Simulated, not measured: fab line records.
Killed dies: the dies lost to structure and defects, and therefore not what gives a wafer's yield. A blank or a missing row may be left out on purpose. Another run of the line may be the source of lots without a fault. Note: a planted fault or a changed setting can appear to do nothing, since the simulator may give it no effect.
fab line records	flow n5Finfet
record: lots: 11	wafers: 33	lastDay: 17
route steps=1938 shown FIN_CUT@164 PASSIVATION@1936
lots untouched by any fault: they come from a run of this same line in which no faults occurred
startH: start of the lot's first displayed wafer, in hours after the record's first day	waitH: hours from the lot's prior step to this one	" as in the row above	L1.1+2: a single row standing in for several wafers	- no value, or no start was given	* or withheld: withheld	< > ~ a bound
route shown NAME@n: NAME is a module with steps in the file, n the number in the route of the first one	usual: average and standard deviation across the fault-free wafers	same: alike in all rows	chamber/n: place in a boat	sites: per-site readings	_std_site: how widely they spread, as a standard deviation	_edge_site: outer sites' mean less inner sites'	radiusMm: for every site, how far away it sits from the centre of the wafer	mask NAME#n: copy n	behind: the last tool/chamber to shape the wafer	hold: what put the lot on hold/how long, in hours/how the hold closed	device: names the non-switching transistor (n, p or np)	end of line: the same wafers' tests at the end of the route	a step with no rows: only its recipe	killed: at the first sort, the dies lost to defects and structure; wafer yield is something else	map: a wafer's dies, x killed, . not, _ none there
set.NAME: the setting that was run; set.NAME@STEP: the one run at that earlier step	model.NAME: the simulator's own value behind a step, which no gauge read
steps of the route over a sample of lots; a table a step, a row a wafer
services: when a tool's chamber went out of use (startH, in hours from the record's first day, below 0 if earlier), for how many hours, and the reason
== steps ==
step: N5_FIN_CUT_OVL_MEAS_09
recipe: pointsPerWafer: 522
usual: FIN_CUT_OVL: 0.0/0.57
lot.wafer	tool	chamber	startH	waitH	FIN_CUT_OVL[nm]
L222.2	overlay-01	0	28.35	0.0	1.2
L222.4	"	0	"	"	0.5
L222.5	"	0	"	"	0.0
L224.1	overlay-01	0	42.62	0.0	-0.7
L224.2	"	0	"	"	0.7
L224.6	"	0	"	"	0.8
L225.2	overlay-02	0	46.13	0.0	0.2
L225.3	"	0	"	"	0.5
L225.4	"	0	"	"	-0.6
L227.3	overlay-02	0	57.41	0.0	0.1
L227.4	"	0	"	"	0.2
L227.6	"	0	"	"	0.0
L229.2	overlay-02	0	69.77	0.0	0.0
L229.3	"	0	"	"	0.3
L229.5	"	0	"	"	-0.2
L232.1	overlay-01	0	89.96	0.0	-0.5
L232.3	"	0	"	"	-1.6
L232.6	"	0	"	"	-1.6
L234.4	overlay-01	0	100.78	0.0	0.4
L234.5	"	0	"	"	-0.5
L234.6	"	0	"	"	0.4
L235.1	overlay-02	0	109.82	0.0	-0.8
L235.3	"	0	"	"	-0.5
L235.5	"	0	"	"	-0.9
L242.2	overlay-02	0	148.87	0.0	0.1
L242.5	"	0	"	"	0.9
L242.6	"	0	"	"	-0.1
L243.1	overlay-01	0	155.03	0.0	0.9
L243.3	"	0	"	"	1.0
L243.4	"	0	"	"	0.3
L245.1	overlay-01	0	165.51	0.0	0.0
L245.2	"	0	"	"	0.2
L245.5	"	0	"	"	-0.1
step: N5_FIN_CUT_ETCH_30
recipe: chemistry: N2/H2	target: underlayer	targetDepthA: 130	maskMaterial: CAR-EUV	timeS: 10.4	ionEnergyEv: 200	pressureMtorr: 30	sourceW: 840	biasW: 150	n2FlowSccm: 200	h2FlowSccm: 200	ends: cleared
usual: drypumpMotorCurrentA: 5.6/0.44	etchRfOnTimeS: 10.5/0.3	oesProductAu: 0.65/0.079	rfVppV: 524.0/2.6	showerheadPlenumPTorr: 2.55/0.088	throttleValvePct: 18.0/0.31
lot.wafer	tool	chamber	startH	waitH	drypumpMotorCurrentA	etchRfOnTimeS	oesProductAu	rfHoursCounterH	rfVppV	showerheadPlenumPTorr	throttleValvePct
L222.2	rieDiel-05	3	28.55	0.0	5.3	10.1	0.63	193	522.9	2.55	18.3
L222.4	"	2	"	"	5.8	10.5	0.60	229	524.0	2.51	17.9
L222.5	"	1	"	"	5.5	10.9	0.60	-	522.9	2.56	18.0
L224.1	rieDiel-02	1	42.75	0.0	5.8	10.5	0.66	137	527.5	2.68	18.2
L224.2	"	0	"	"	6.0	10.9	0.64	147	524.0	2.54	18.0
L224.6	"	3	"	"	5.4	10.5	0.59	-	519.0	2.41	18.2
L225.2	rieDiel-02	3	46.25	0.0	5.4	10.6	0.57	247	520.4	2.41	18.2
L225.3	"	1	"	"	5.9	10.7	0.64	138	527.1	2.68	18.2
L225.4	"	2	"	"	5.7	10.1	0.62	201	523.1	2.52	18.2
L227.3	rieDiel-04	0	57.52	0.0	5.3	10.3	0.58	228	519.1	2.38	17.4
L227.4	"	2	"	"	4.9	10.2	0.74	49	525.8	2.59	17.7
L227.6	"	2	"	"	4.9	10.1	0.75	-	524.2	2.59	17.7
L229.2	rieDiel-02	1	69.89	0.0	5.9	10.5	0.64	146	526.5	2.67	18.2
L229.3	"	0	"	"	6.1	10.8	0.64	155	526.1	2.54	18.0
L229.5	"	0	"	"	6.1	10.8	0.63	-	525.1	2.54	18.0
L232.1	rieDiel-04	2	90.25	0.0	4.9	10.5	0.72	59	525.6	2.59	17.7
L232.3	"	1	"	"	6.2	10.3	0.60	204	520.2	2.42	18.1
L232.6	"	1	"	"	6.2	10.2	0.60	-	518.8	2.42	18.1
L234.4	rieDiel-04	2	100.88	0.0	4.9	10.3	0.72	62	524.0	2.59	17.7
L234.5	"	3	"	"	5.0	10.4	0.82	-	524.2	2.60	17.3
L234.6	"	0	"	"	5.3	10.3	0.58	-	519.4	2.37	17.4
L235.1	rieDiel-04	1	109.94	0.0	6.2	10.1	0.60	210	520.7	2.42	18.1
L235.3	"	0	"	"	5.3	10.4	0.57	246	521.2	2.37	17.4
L235.5	"	3	"	"	5.0	10.6	0.81	-	526.5	2.60	17.3
L242.2	rieDiel-05	3	149.00	0.0	5.3	10.3	0.59	228	522.8	2.53	18.4
L242.5	"	2	"	"	5.8	10.4	0.83	-	522.4	2.50	17.5
L242.6	"	1	"	"	5.5	11.0	0.59	-	524.2	2.54	18.0
L243.1	rieDiel-02	3	155.16	0.0	5.4	10.6	0.77	24	528.4	2.72	17.7
L243.3	"	2	"	"	5.7	10.2	0.60	237	523.1	2.51	18.3
L243.4	"	0	"	"	6.0	11.1	0.62	179	523.7	2.53	18.0
L245.1	rieDiel-05	3	165.79	0.0	5.3	10.4	0.58	234	523.8	2.53	18.4
L245.2	"	2	"	"	5.8	10.4	0.80	14	523.2	2.50	17.5
L245.5	"	0	"	"	6.5	10.6	0.61	-	525.4	2.62	18.1
step: N5_FIN_CUT_CUT_ETCH_26
recipe: chemistry: CH3F/O2	target: SiNx	targetDepthA: 390	maskMaterial: SOC	timeS: 55.7	pressureMtorr: 30	sourceW: 395	biasW: 73	Ar_flow_sccm: 150	CH3F_flow_sccm: 30	O2_flow_sccm: 20	ionEnergyEv: 120
usual: drypumpMotorCurrentA: 5.6/0.44	oesProductAu: 0.76/0.092	rfVppV: 298/7.7	runLengthS: 79.2/0.53	showerheadPlenumPTorr: 2.00/0.071	throttleValvePct: 16.42/0.27
lot.wafer	tool	chamber	startH	waitH	drypumpMotorCurrentA	oesProductAu	rfHoursCounterH	rfVppV	runLengthS	showerheadPlenumPTorr	throttleValvePct
L222.2	rieDiel-05	3	28.95	0.0	5.2	0.72	193	294	78.4	1.96	16.51
L222.4	"	2	"	"	5.7	0.70	229	290	79.4	1.96	16.33
L222.5	"	1	"	"	5.5	0.73	-	296	79.4	1.97	16.26
L224.1	rieDiel-02	1	43.15	0.0	5.8	0.76	137	295	79.3	2.09	16.52
L224.2	"	0	"	"	6.0	0.76	147	303	79.4	2.00	16.45
L224.6	"	3	"	"	5.4	0.68	-	297	79.0	1.88	16.53
L225.2	rieDiel-02	3	46.66	0.0	5.3	0.68	248	297	78.9	1.88	16.53
L225.3	"	1	"	"	5.9	0.75	138	295	79.2	2.09	16.51
L225.4	"	2	"	"	5.7	0.72	201	291	78.0	2.00	16.75
L227.3	rieDiel-04	0	57.92	0.0	5.2	0.68	229	309	79.2	1.89	16.14
L227.4	"	2	"	"	4.9	0.87	49	285	78.9	2.04	16.22
L227.6	"	2	"	"	4.9	0.86	-	284	79.1	2.04	16.23
L229.2	rieDiel-02	1	70.30	0.0	5.9	0.74	146	295	79.2	2.09	16.52
L229.3	"	0	"	"	6.0	0.76	156	305	78.8	2.00	16.46
L229.5	"	0	"	"	6.0	0.76	-	303	78.6	2.00	16.47
L232.1	rieDiel-04	2	90.65	0.0	4.9	0.85	59	283	79.0	2.04	16.26
L232.3	"	1	"	"	6.2	0.71	204	304	79.6	1.93	16.66
L232.6	"	1	"	"	6.2	0.71	-	304	80.2	1.93	16.66
L234.4	rieDiel-04	2	101.29	0.0	4.9	0.85	62	283	81.6	2.03	16.24
L234.5	"	3	"	"	5.0	0.97	-	303	79.3	2.07	15.93
L234.6	"	0	"	"	5.3	0.67	-	310	82.0	1.88	16.17
L235.1	rieDiel-04	1	110.35	0.0	6.2	0.71	210	305	82.7	1.92	16.66
L235.3	"	0	"	"	5.3	0.67	247	308	79.2	1.88	16.19
L235.5	"	3	"	"	5.0	0.96	-	303	79.5	2.07	15.93
L242.2	rieDiel-05	3	149.40	0.0	5.3	0.69	228	293	78.5	1.95	16.59
L242.5	"	2	"	"	5.8	0.96	-	290	79.3	1.95	15.90
L242.6	"	1	"	"	5.5	0.70	-	295	79.5	1.96	16.32
L243.1	rieDiel-02	3	155.56	0.0	5.4	0.90	25	300	78.6	2.12	16.09
L243.3	"	2	"	"	5.7	0.70	238	290	78.4	1.98	16.82
L243.4	"	0	"	"	6.0	0.73	180	304	78.8	1.99	16.51
L245.1	rieDiel-05	3	166.19	0.0	5.3	0.69	234	293	78.5	1.95	16.58
L245.2	"	2	"	"	5.8	0.94	14	288	79.5	1.95	15.92
L245.5	"	0	"	"	6.5	0.71	-	308	79.9	2.09	16.79
step: N5_FIN_CUT_STRIP_22
recipe: chemistry: N2/H2	powerW: 500	tempC: 40	pressureMtorr: 50	rfFrequencyHz: 6e+07	overashFraction: 0.3	biasPowerW: 8	h2Frac: 0.5	n2FlowSccm: 300	h2FlowSccm: 300
usual: drypumpMotorCurrentA: 5.6/0.46	oesProductAu: 0.75/0.086	rfVppV: 54.5/2.4	showerheadPlenumPTorr: 3.36/0.11	throttleValvePct: 19.1/0.44
lot.wafer	tool	chamber	startH	waitH	drypumpMotorCurrentA	oesProductAu	rfHoursCounterH	rfVppV	showerheadPlenumPTorr	throttleValvePct
L222.2	rieDiel-04	2	29.36	0.1	4.9	0.90	40	58.4	3.43	18.6
L222.4	"	1	"	"	6.2	0.73	181	53.5	3.22	19.4
L222.5	"	3	"	"	5.1	0.67	-	53.8	3.44	19.0
L224.1	rieDiel-04	2	43.48	0.0	4.9	0.88	44	50.4	3.42	18.6
L224.2	"	0	"	"	5.3	0.67	225	54.2	3.15	18.2
L224.6	"	0	"	"	5.3	0.68	-	51.5	3.15	18.2
L225.2	rieDiel-05	3	46.97	0.0	5.3	0.71	199	54.6	3.36	19.5
L225.3	"	1	"	"	5.6	0.73	173	56.3	3.38	19.1
L225.4	"	2	"	"	5.8	0.69	235	54.7	3.32	18.8
L227.3	rieDiel-05	1	58.41	0.2	5.6	0.73	177	57.2	3.37	19.1
L227.4	"	3	"	"	5.3	0.71	202	55.0	3.36	19.5
L227.6	"	1	"	"	5.6	0.73	-	59.3	3.37	19.1
L229.2	rieDiel-02	0	70.61	0.0	6.0	0.77	156	54.8	3.35	19.1
L229.3	"	1	"	"	5.9	0.76	146	56.7	3.52	19.6
L229.5	"	1	"	"	5.9	0.76	-	60.2	3.52	19.6
L232.1	rieDiel-02	1	90.97	0.0	5.9	0.73	155	56.9	3.52	19.6
L232.3	"	0	"	"	6.0	0.76	164	55.7	3.35	19.1
L232.6	"	1	"	"	5.9	0.75	-	56.2	3.52	19.6
L234.4	rieDiel-04	2	101.60	0.0	4.9	0.83	62	55.0	3.41	18.6
L234.5	"	2	"	"	4.9	0.84	-	53.3	3.42	18.6
L234.6	"	3	"	"	5.0	0.96	-	52.4	3.43	18.5
L235.1	rieDiel-02	3	110.66	0.0	5.3	0.93	12	58.6	3.60	19.0
L235.3	"	1	"	"	5.8	0.74	161	51.4	3.51	19.6
L235.5	"	1	"	"	5.8	0.73	-	59.5	3.51	19.6
L242.2	rieDiel-05	3	149.72	0.0	5.3	0.70	228	57.0	3.34	19.6
L242.5	"	2	"	"	5.8	0.96	-	51.6	3.30	18.4
L242.6	"	3	"	"	5.3	0.69	-	58.0	3.34	19.6
L243.1	rieDiel-02	2	155.88	0.0	5.7	0.69	238	52.1	3.31	19.4
L243.3	"	3	"	"	5.4	0.93	25	52.2	3.59	19.0
L243.4	"	1	"	"	5.9	0.72	173	49.7	3.51	19.6
L245.1	rieDiel-02	3	166.52	0.0	5.4	0.93	28	56.5	3.59	19.1
L245.2	"	0	"	"	6.0	0.72	183	56.1	3.34	19.1
L245.5	"	2	"	"	5.7	0.70	-	52.6	3.31	19.4
step: N5_PASSIVATION_PROBE_49
usual: killed_at_M0_to_M3: 33/11	killed_at_M4_up: 13/5.2	killedAtContacts: 11/5.7	killedAtFrontEnd: 39/11	killedAtOther: 4/3	killedDies: 101/20	killedOpen: 66/15	killedShort: 33/8.4
same: grossDies: 1180	killedAtBackSide: 0
lot.wafer	tool	chamber	startH	waitH	killed_at_M0_to_M3	killed_at_M4_up	killedAtContacts	killedAtFrontEnd	killedAtOther	killedDies	killedOpen	killedShort
L227.3	prober-01	-	320.07	0.1	41	15	10	57	0	123	76	44
L227.4	prober-01	-	320.12	0.2	23	31	16	41	2	113	81	31
L227.6	prober-01	-	320.22	0.3	32	15	19	15	2	83	53	25
L234.4	prober-01	-	364.26	0.2	54	22	4	67	4	151	97	54
L234.5	prober-01	-	364.31	0.2	39	18	11	47	1	116	78	34
L234.6	prober-01	-	364.36	0.3	55	20	14	44	3	136	96	37
L245.1	prober-02	-	419.39	0.0	21	18	9	32	4	84	59	20
L245.2	prober-02	-	419.44	0.1	25	10	7	27	3	72	55	16
L245.5	prober-02	-	419.59	0.2	27	23	26	51	0	127	86	40
killed by level:class
L227.3 FIN_SAQP:geometricParticle:open=13 STI_FIN_REVEAL:geometricParticle:open=13 BEOL_M0_SAQP:geometricParticle:short=12 BEOL_M0_SAQP:geometricParticle:open=11 FIN_SAQP:geometricParticle:short=10 GATE_CUT:geometricParticle:short=9 BEOL_M4:geometricParticle:open=8 MOL_CONTACT_COAG:geometricParticle:open=7
L227.4 MOL_CONTACT_COAG:geometricParticle:open=15 BEOL_M4:geometricParticle:open=13 FIN_SAQP:geometricParticle:open=12 BEOL_M4:geometricParticle:short=7 DUMMY_GATE:geometricParticle:open=6 BEOL_M0_SAQP:geometricParticle:open=6 GATE_CUT:geometricParticle:open=5 BEOL_M0_SAQP:geometricParticle:short=5
L227.6 MOL_CONTACT_COAG:geometricParticle:open=16 BEOL_M3:geometricParticle:open=9 BEOL_M1:geometricParticle:open=5 BEOL_M1:geometricParticle:short=5 STI_FIN_REVEAL:geometricParticle:open=4 BEOL_M0_SAQP:geometricParticle:short=4 BEOL_M4:geometricParticle:open=4 GATE_CUT:geometricParticle:short=3
L234.4 FIN_SAQP:geometricParticle:open=18 STI_FIN_REVEAL:geometricParticle:open=18 BEOL_M0_SAQP:geometricParticle:short=13 BEOL_M3:geometricParticle:open=11 BEOL_M4:geometricParticle:open=10 BEOL_M0_SAQP:geometricParticle:open=9 FIN_SAQP:geometricParticle:short=8 BEOL_M3:geometricParticle:short=8
L234.5 STI_FIN_REVEAL:geometricParticle:open=12 BEOL_M3:geometricParticle:open=10 FIN_SAQP:geometricParticle:open=8 DUMMY_GATE:geometricParticle:open=6 MOL_CONTACT_COAG:geometricParticle:open=6 BEOL_M2:geometricParticle:open=6 STARTING-WAFER:geometricParticle:open=6 FIN_SAQP:geometricParticle:short=5
L234.6 STI_FIN_REVEAL:geometricParticle:open=19 BEOL_M4:geometricParticle:open=14 BEOL_M0_SAQP:geometricParticle:open=12 MOL_CONTACT_COAG:geometricParticle:open=12 BEOL_M0_SAQP:geometricParticle:short=9 BEOL_M1:geometricParticle:open=8 BEOL_M3:geometricParticle:open=7 STI_FIN_REVEAL:geometricParticle:short=7
L245.1 FIN_SAQP:geometricParticle:open=13 STI_FIN_REVEAL:geometricParticle:open=6 MOL_CONTACT_COAG:geometricParticle:open=6 BEOL_M4:geometricParticle:open=6 BEOL_M8:geometricParticle:open=5 FIN_SAQP:geometricParticle:short=4 BEOL_M0_SAQP:geometricParticle:open=4 BEOL_M0_SAQP:geometricParticle:short=4
L245.2 BEOL_M4:geometricParticle:open=8 FIN_SAQP:geometricParticle:open=7 MOL_CONTACT_COAG:geometricParticle:open=6 BEOL_M0_SAQP:geometricParticle:open=5 BEOL_M1:geometricParticle:open=5 BEOL_M3:geometricParticle:open=5 STI_FIN_REVEAL:geometricParticle:open=4 DUMMY_GATE:geometricParticle:open=4
L245.5 MOL_CONTACT_COAG:geometricParticle:open=21 FIN_SAQP:geometricParticle:open=14 FIN_SAQP:geometricParticle:short=14 BEOL_M5:geometricParticle:open=8 STI_FIN_REVEAL:geometricParticle:open=7 BEOL_M1:geometricParticle:open=7 BEOL_M2:geometricParticle:open=6 MOL_CONTACT_COAG:geometricParticle:short=5
== services ==
tool	chamber	startH	hours	kind
rieDiel-02	3	54.77	-	clean
rieDiel-02	3	54.77	-	consumableReplace:focusRing
rieDiel-02	3	54.77	-	consumableReplace:showerhead
rieDiel-02	3	54.77	21.4	scheduledDown
rieDiel-02	3	54.77	21.4	ventCycle
rieDiel-04	0	61.47	8.6	repair
rieDiel-05	1	68.25	16.4	repair
rieDiel-05	-	69.73	15.6	pm
rieDiel-04	3	75.44	-	clean
rieDiel-04	3	75.44	-	consumableReplace:focusRing
rieDiel-04	3	75.44	12.3	scheduledDown
rieDiel-04	3	75.44	12.3	ventCycle
rieDiel-04	2	79.75	5.4	repair
rieDiel-05	2	111.34	-	clean
rieDiel-05	2	111.34	-	consumableReplace:focusRing
rieDiel-05	2	111.34	15.7	scheduledDown
rieDiel-05	2	111.34	15.7	ventCycle
rieDiel-04	0	124.66	-	clean
rieDiel-04	0	124.66	-	consumableReplace:focusRing
rieDiel-04	0	124.66	-	consumableReplace:showerhead
rieDiel-04	0	124.66	17.3	scheduledDown
rieDiel-04	0	124.66	17.3	ventCycle
rieDiel-02	0	137.14	1.7	repair
rieDiel-05	0	139.20	12.1	repair
== key ==
firstSign: step: N5_FIN_CUT_CUT_ETCH_26	reading: runLengthS	direction: up	sigmas: 5.6	usual: *	struck: *
effect none on later readings
metAt N5_FIN_CUT_CUT_ETCH_26
struckLots L234,L235
struckWafers L234.4,L234.6,L235.1
testerLeftOut L234,L235
notActingAt N5_FIN_CUT_OVL_MEAS_09,N5_FIN_CUT_ETCH_30,N5_FIN_CUT_STRIP_22
onsetBetween 90.65 101.29
fault: kind: processParameterDrift	tool: rieDiel-04	chamber: -	onsetH: 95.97	steps: N5_FIN_CUT_CUT_ETCH_26	channel: timeS	offset: *	shape: step	endH: 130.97	scope: struckWafersOnly	actsIn: *	stated: *
testerLeftOut: of these lots the tester's yield and bins aren't shown, on N5 and GAA mostly nor the transistor test; their killed dies are dies lost to structure and defects alone, not to doping, threshold or leakage, so they don't give the yield
